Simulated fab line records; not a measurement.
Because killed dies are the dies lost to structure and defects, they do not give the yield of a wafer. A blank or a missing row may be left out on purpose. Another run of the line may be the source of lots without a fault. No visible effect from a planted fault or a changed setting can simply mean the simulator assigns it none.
Chamber matching + flow n5Finfet + 4 sister chambers for N5_BEOL_M0_SAQP_SPACER2_ALD_26 on aldSin-02
The step deposits SiO2, target thk 15 nm, pulse time 1 s, purge time 2 s. 15 wafers are shown with their chamber, then 7 later ones without.

## WAFERS WITH THEIR CHAMBER
| wafer  | chamber | heaterPowerW (W) | precursorPulseHeightRel | chamberPressureTorr (Torr) |
|--------|---------|------------------|-------------------------|----------------------------|
| L744.1 | 3       | 523              | 1.005                   | 1.998                      |
| L744.2 | 2       | 527              | 0.994                   | 1.998                      |
| L744.6 | 0       | 435              | 0.982                   | 2.004                      |
| L745.2 | 0       | 429              | 1.006                   | 2.005                      |
| L745.6 | 3       | 532              | 0.998                   | 1.995                      |
| L751.1 | 2       | 541              | 0.983                   | 1.996                      |
| L751.2 | 0       | 421              | 1.018                   | 1.997                      |
| L751.3 | 3       | 524              | 1.021                   | 1.997                      |
| L753.1 | 0       | 436              | 0.987                   | 2.006                      |
| L753.6 | 0       | 432              | 1.012                   | 1.992                      |
| L760.2 | 2       | 506              | 0.999                   | 2.002                      |
| L760.3 | 0       | 434              | 1.004                   | 1.998                      |
| L760.6 | 1       | 533              | 1.014                   | 2.003                      |
| L761.1 | 1       | 536              | 0.963                   | 1.993                      |
| L761.3 | 0       | 430              | 0.984                   | 1.993                      |

SIGNATURES (averages over the wafers above)
| reading                 | chamber 0 | chamber 1 | chamber 2 | chamber 3 | scatter within a chamber |
|-------------------------|-----------|-----------|-----------|-----------|--------------------------|
| heaterPowerW            | 431.00    | 534.50    | 524.67    | 526.33    | 8.69                     |
| precursorPulseHeightRel | 0.99900   | 0.98850   | 0.99200   | 1.00800   | 0.0164                   |
| chamberPressureTorr     | 1.99929   | 1.99800   | 1.99867   | 1.99667   | 0.00498                  |
Rule: for a wafer and a chamber, the distance is found by dividing, reading by reading, the gap between the wafer's reading and the chamber's mean by the reading's scatter, squaring, summing and taking the root. If the next closest chamber is less than 2 further off than the closest, the wafer can't be placed; otherwise it belongs to the closest. How the scatter is found: for the shown wafers, subtract from each reading the mean of its chamber, square and add these, divide the total by (wafers less chambers), then take the root.

## WAFERS WITHOUT THEIR CHAMBER
| wafer  | heaterPowerW (W) | precursorPulseHeightRel | chamberPressureTorr (Torr) |
|--------|------------------|-------------------------|----------------------------|
| L761.5 | 560              | 1.015                   | 2.004                      |
| L762.1 | 533              | 0.968                   | 2.005                      |
| L762.2 | 427              | 1.021                   | 1.996                      |
| L762.5 | 499              | 1.006                   | 2.007                      |
| L764.1 | 423              | 0.993                   | 2.003                      |
| L764.3 | 504              | 1.027                   | 1.998                      |
| L764.4 | 528              | 1.035                   | 2.004                      |

## CHAMBER TAKEN BY EACH
| wafer  | from the rows above          | in truth |
|--------|------------------------------|----------|
| L761.5 | can't be placed: 1 or 3 or 2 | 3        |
| L762.1 | can't be placed: 1 or 2 or 3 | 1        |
| L762.2 | 0                            | 0        |
| L762.5 | can't be placed: 2 or 3 or 1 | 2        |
| L764.1 | 0                            | 0        |
| L764.3 | can't be placed: 3 or 2 or 1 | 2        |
| L764.4 | can't be placed: 3 or 2 or 1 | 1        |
2 of 7 placed correctly. Not placeable from these rows: 5 (in 5, the candidates include the true chamber). Number placed wrongly: 0.
